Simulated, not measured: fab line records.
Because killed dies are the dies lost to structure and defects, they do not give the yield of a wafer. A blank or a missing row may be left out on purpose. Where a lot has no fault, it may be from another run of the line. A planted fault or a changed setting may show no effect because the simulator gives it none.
A lot that was struck, set against a sound lot	flow n5_finfet	16 steps out of a route of 1938
Sound: the wafers L954.1, L954.3, L954.4. Wafers struck: L968.1, L968.4, L968.5. The cause is given at the end.
At each step with rows: each side's tool, then ch and its chambers, then its first start. Under that, the readings that differ: sound wafers	struck wafers	difference of the means	sigmas: that difference in standard deviations of wafers without a fault.
alike: readings with means less than 2 such deviations apart, plus words and numbers identical on both sides. not compared: withheld readings, readings lacking a value on some wafer, bounds such as >300 that could conceal the same value, and numbers that have no deviation in the record and whose values overlap.
The two part at a step that has a row with sigmas, a row that says differs or no value, or rows on one side only. Numbers that don't overlap but have no deviation are shown without sigmas and don't part them. Lack of a reading on every wafer of one side parts them only where that side has two or more wafers.

N5_BEOL_M4_ALD_98: deposits SiO2, target thk 2.5 nm, pulse time 1 s, co reactant pulse time 1 s.
  sound on ald_sin-02 ch 0,1,2, day 8 06:10; struck on ald_sin-04 ch 2,3, day 12 01:56
  alike: heater_power_w, precursor_pulse_height_rel
then, 4 steps without rows for these wafers: N5_BEOL_M4_ETCHBACK_99 (etches SiO2 in CHF3, target depth 5 nm, time 10.4 s); N5_BEOL_M4_ETCH_70 (etches SOC in N2/H2, target depth 80 nm, overetch 24 nm, time 130 s); N5_BEOL_M4_STRIP_71 (strips in N2/H2); N5_BEOL_M4_STRIP_78 (strips in N2/H2).
N5_BEOL_M4_VIA_ETCH_34: etches the open film in C4F6/O2, target depth 69.4 nm, time 65.9 s.
  sound on rie_diel-03 ch 0,1,2, day 8 12:20; struck on rie_diel-03 ch 0,2,3, day 12 07:13
  alike: bias_w, drypump_motor_current_A, oes_product_au, rf_vpp_V, showerhead_plenum_p_Torr, throttle_valve_pct
  not compared: rf_hours_counter_h
then, 1 step without rows for these wafers: N5_BEOL_M4_STRIP_83 (strips in C4F6/O2).
N5_BEOL_M4_STRIP_36: strips in N2/H2.
  sound on rie_diel-03 ch 0,1,2, day 8 12:23; struck on rie_diel-03 ch 0,2,3, day 12 07:17
  alike: drypump_motor_current_A, h2_flow_sccm, n2_flow_sccm, oes_product_au, rf_vpp_V, showerhead_plenum_p_Torr, temp_c, throttle_valve_pct
  not compared: rf_hours_counter_h
N5_BEOL_M4_TRENCH_ETCH_37: etches SiOC in C4F6/O2, target depth 55.555 nm, time 29.2 s.
  sound on rie_diel-03 ch 0,1,2; struck on rie_diel-03 ch 0,2,3
  alike: bias_w, drypump_motor_current_A, oes_product_au, rf_vpp_V, showerhead_plenum_p_Torr, throttle_valve_pct
  not compared: rf_hours_counter_h
N5_BEOL_M4_ETCH_41: etches SiCN in CH3F/O2, target depth 29.9 nm, time 52.5 s.
  sound on rie_diel-03 ch 0,1,2; struck on rie_diel-03 ch 0,2,3
  alike: CH3F_flow_sccm, bias_w, drypump_motor_current_A, oes_product_au, rf_vpp_V, showerhead_plenum_p_Torr, throttle_valve_pct
  not compared: rf_hours_counter_h
then, 1 step without rows for these wafers: N5_BEOL_M4_STRIP_97 (strips in N2/H2, time 10 s).
N5_BEOL_M4_OCD_MEAS_38:
  struck on ocd-02, day 12 07:28; sound on ocd-01, day 8 12:35
  alike: trench_depth_nm
N5_BEOL_M4_HM_STRIP_39: strips TiN in peroxide tin strip, target depth 25 nm, time 158 s.
  sound on wet_bench-01 ch 1,4,6, day 8 12:37; struck on wet_bench-04 ch 0,1,5, day 12 07:30
reading	sound	struck	difference	sigmas
run_length_s (s)	163.7 162.7 164.5	115.0 113.5 110.8	-50.5	-22
  alike: temp_c
then, 1 step without rows for these wafers: N5_BEOL_M4_SRD_40 (time 30 s).
N5_BEOL_M4_RC_MEAS_101:
  sound on prober-01 ch 0, day 8 16:53; struck on prober-01 ch 0, day 12 11:23
reading	sound	struck	difference	sigmas
IOFF_P (nA/um)	0.20 0.20 0.17	0.26 0.22 0.31	+0.07	+2
SS_N (mV/dec)	71.4 71.0 71.3	72.4 72.7 72.6	+1.3	+2
  alike: DIBL_N, DIBL_P, IOFF_N, ION_N, ION_P, SS_P, VT_N, VT_P
N5_PASSIVATION_PROBE_49:
  the record holds rows for the sound wafers here (prober-02, day 12 18:19) but none for the struck ones

## WHERE THEY PART
At N5_BEOL_M4_HM_STRIP_39 first; at N5_PASSIVATION_PROBE_49 last (within this record only).

WHY: whatever the simulator had introduced
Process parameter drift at N5_BEOL_M4_HM_STRIP_39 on wet_bench-04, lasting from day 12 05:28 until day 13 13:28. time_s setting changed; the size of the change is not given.
